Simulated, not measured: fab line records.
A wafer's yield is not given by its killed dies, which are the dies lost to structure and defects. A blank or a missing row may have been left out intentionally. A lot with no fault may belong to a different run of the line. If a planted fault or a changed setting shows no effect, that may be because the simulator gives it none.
Split-lot study :: flow n5_finfet :: on a route of 1938 steps: 7 lots, 21 wafers read

== ABOUT THE SPLIT ==
At N5_GATE_CUT_COAT_07 (resist thk 30 nm), the setting spin_rpm was moved away from the recipe's 1500 rpm on 7 of the 21 wafers read, by -7.8% to +4.6%. This setting was run at the recipe's value on the other wafers.

== FROM THE SPLIT TO THE READING: what the file shows between them, 6 steps ==
- N5_GATE_CUT_EBR_09
- N5_GATE_CUT_SOFTBAKE_08: time 60 s
- N5_GATE_CUT_EXPOSE_10: exposes mask GATE CUT, target cd 20 nm
- N5_GATE_CUT_PEB_11: peb time 60 s
- N5_GATE_CUT_DEVELOP_12: develop time 30 s
- N5_GATE_CUT_DESCUM_18: chemistry O2, time 7 s

== THE READING ==
CAR-EUV_of_GATE_CUT_COAT_07.thk_nm (the simulator's own value, which no gauge read), in nm, at N5_GATE_CUT_ETCH_28 (etches underlayer in N2/H2, target depth 13 nm, time 10.4 s). The file gives no usual value for it. Average 14.6 nm, standard deviation 0.21 nm, over the 14 wafers here run with the recipe.

wafer: L078.1
tool, chamber at the split: litho_track-02, 0
spin_rpm as run, rpm: 1569
against the recipe: +4.6%
CAR-EUV_of_GATE_CUT_COAT_07.thk_nm, nm: 14
against lot-mates on the recipe: -0.4

wafer: L078.5
tool, chamber at the split: litho_track-02, 0
spin_rpm as run, rpm: 1569
against the recipe: +4.6%
CAR-EUV_of_GATE_CUT_COAT_07.thk_nm, nm: 14
against lot-mates on the recipe: -0.4

wafer: L078.6
tool, chamber at the split: litho_track-02, 0
spin_rpm as run, rpm: 1500
against the recipe: recipe
CAR-EUV_of_GATE_CUT_COAT_07.thk_nm, nm: 14.4
against lot-mates on the recipe: -

wafer: L079.1
tool, chamber at the split: litho_track-03, 0
spin_rpm as run, rpm: 1567
against the recipe: +4.5%
CAR-EUV_of_GATE_CUT_COAT_07.thk_nm, nm: 14
against lot-mates on the recipe: -0.8

wafer: L079.3
tool, chamber at the split: litho_track-03, 0
spin_rpm as run, rpm: 1500
against the recipe: recipe
CAR-EUV_of_GATE_CUT_COAT_07.thk_nm, nm: 14.8
against lot-mates on the recipe: -

wafer: L079.5
tool, chamber at the split: litho_track-03, 0
spin_rpm as run, rpm: 1567
against the recipe: +4.5%
CAR-EUV_of_GATE_CUT_COAT_07.thk_nm, nm: 14
against lot-mates on the recipe: -0.8

wafer: L085.1
tool, chamber at the split: litho_track-03, 0
spin_rpm as run, rpm: 1500
against the recipe: recipe
CAR-EUV_of_GATE_CUT_COAT_07.thk_nm, nm: 14.8
against lot-mates on the recipe: -

wafer: L085.5
tool, chamber at the split: litho_track-03, 0
spin_rpm as run, rpm: 1383
against the recipe: -7.8%
CAR-EUV_of_GATE_CUT_COAT_07.thk_nm, nm: 16
against lot-mates on the recipe: +1.2

wafer: L085.6
tool, chamber at the split: litho_track-03, 0
spin_rpm as run, rpm: 1383
against the recipe: -7.8%
CAR-EUV_of_GATE_CUT_COAT_07.thk_nm, nm: 16.2
against lot-mates on the recipe: +1.4

wafer: L087.1
tool, chamber at the split: litho_track-01, 0
spin_rpm as run, rpm: 1500
against the recipe: recipe
CAR-EUV_of_GATE_CUT_COAT_07.thk_nm, nm: 14.4
against lot-mates on the recipe: -

wafer: L087.5
tool, chamber at the split: litho_track-01, 0
spin_rpm as run, rpm: 1500
against the recipe: recipe
CAR-EUV_of_GATE_CUT_COAT_07.thk_nm, nm: 14.6
against lot-mates on the recipe: -

wafer: L087.6
tool, chamber at the split: litho_track-01, 0
spin_rpm as run, rpm: 1454
against the recipe: -3.1%
CAR-EUV_of_GATE_CUT_COAT_07.thk_nm, nm: 15
against lot-mates on the recipe: +0.5

wafer: L090.2
tool, chamber at the split: litho_track-01, 0
spin_rpm as run, rpm: 1500
against the recipe: recipe
CAR-EUV_of_GATE_CUT_COAT_07.thk_nm, nm: 15
against lot-mates on the recipe: -

wafer: L090.4
tool, chamber at the split: litho_track-01, 0
spin_rpm as run, rpm: 1500
against the recipe: recipe
CAR-EUV_of_GATE_CUT_COAT_07.thk_nm, nm: 14.6
against lot-mates on the recipe: -

wafer: L090.5
tool, chamber at the split: litho_track-01, 0
spin_rpm as run, rpm: 1500
against the recipe: recipe
CAR-EUV_of_GATE_CUT_COAT_07.thk_nm, nm: 15
against lot-mates on the recipe: -

wafer: L092.2
tool, chamber at the split: litho_track-03, 0
spin_rpm as run, rpm: 1500
against the recipe: recipe
CAR-EUV_of_GATE_CUT_COAT_07.thk_nm, nm: 14.6
against lot-mates on the recipe: -

wafer: L092.5
tool, chamber at the split: litho_track-03, 0
spin_rpm as run, rpm: 1500
against the recipe: recipe
CAR-EUV_of_GATE_CUT_COAT_07.thk_nm, nm: 14.6
against lot-mates on the recipe: -

wafer: L092.6
tool, chamber at the split: litho_track-03, 0
spin_rpm as run, rpm: 1500
against the recipe: recipe
CAR-EUV_of_GATE_CUT_COAT_07.thk_nm, nm: 14.6
against lot-mates on the recipe: -

wafer: L096.1
tool, chamber at the split: litho_track-03, 0
spin_rpm as run, rpm: 1500
against the recipe: recipe
CAR-EUV_of_GATE_CUT_COAT_07.thk_nm, nm: 14.4
against lot-mates on the recipe: -

wafer: L096.3
tool, chamber at the split: litho_track-03, 0
spin_rpm as run, rpm: 1500
against the recipe: recipe
CAR-EUV_of_GATE_CUT_COAT_07.thk_nm, nm: 14.4
against lot-mates on the recipe: -

wafer: L096.4
tool, chamber at the split: litho_track-03, 0
spin_rpm as run, rpm: 1500
against the recipe: recipe
CAR-EUV_of_GATE_CUT_COAT_07.thk_nm, nm: 14.4
against lot-mates on the recipe: -

FIT RESULTS
A straight line over all 21 wafers: CAR-EUV_of_GATE_CUT_COAT_07.thk_nm changes by -0.166 nm for each +1% of spin_rpm; r = -0.94; the points scatter about the line by 0.2 nm.
The same after taking each lot's own level away (the mean of its wafers on the recipe; 21 wafers): -0.153 nm for each +1%; r = -0.97; scatter 0.14 nm.
The reading moves by 1.2 nm for the largest change in spin_rpm, on that fit.
From 14.40 to 14.87 nm: that is the span of the lots' own levels, equal to 2.3 times the standard deviation above.
The two slopes agree, so the slope changes little with the lot-to-lot level.
Check: with one of the wafers moved furthest among these (-7.8%) left out of the fit, the line predicts +1.23 nm for it against its lot-mates. Against them it came out at +1.2 nm.

== OTHER SPLITS APPLIED TO THESE WAFERS ==
Other splits were also applied to these wafers ahead of the reading. Each is held against what the fit with the lots' levels taken away leaves over:
other split on the same wafers: N5_HKMG_FIN_DEVELOP_11 develop_time_s
wafers away from the commonest value: 9
r with CAR-EUV_of_GATE_CUT_COAT_07.thk_nm (lot level and that fit taken away): +0.17

other split on the same wafers: N5_GATE_CUT_COAT_27 spin_rpm
wafers away from the commonest value: 4
r with CAR-EUV_of_GATE_CUT_COAT_07.thk_nm (lot level and that fit taken away): +0.36

== THE WHOLE CHAIN: every reading that the file lists as answering this split, in the file's order ==
step: N5_GATE_CUT_COAT_07
what it does: resist thk 30 nm
reading: CAR-EUV_of_GATE_CUT_COAT_07.thk_nm (the simulator's own value, which no gauge read)
change (the file's fit): -0.156 nm for each +1% of the setting
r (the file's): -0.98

step: N5_GATE_CUT_DEVELOP_12
what it does: develop time 30 s
reading: CAR-EUV_of_GATE_CUT_COAT_07.thk_nm (the simulator's own value, which no gauge read)
change (the file's fit): -0.167 nm for each +1% of the setting
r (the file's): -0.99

step: N5_GATE_CUT_ETCH_28
what it does: etches underlayer in N2/H2, target depth 13 nm, time 10.4 s
reading: CAR-EUV_of_GATE_CUT_COAT_07.thk_nm (the simulator's own value, which no gauge read)
change (the file's fit): -0.153 nm for each +1% of the setting
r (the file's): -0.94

step: N5_GATE_CUT_ETCH_36
what it does: etches SiARC in CF4, target depth 13 nm, time 21.7 s
reading: CAR-EUV_of_GATE_CUT_COAT_07.thk_nm (the simulator's own value, which no gauge read)
change (the file's fit): -0.154 nm for each +1% of the setting, in a fit together with spin_rpm@GATE_CUT_COAT_27
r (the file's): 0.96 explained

== FILE'S OWN FIT ==
CAR-EUV_of_GATE_CUT_COAT_07.thk_nm changes by -0.153 nm for each +1% of spin_rpm, r = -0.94.
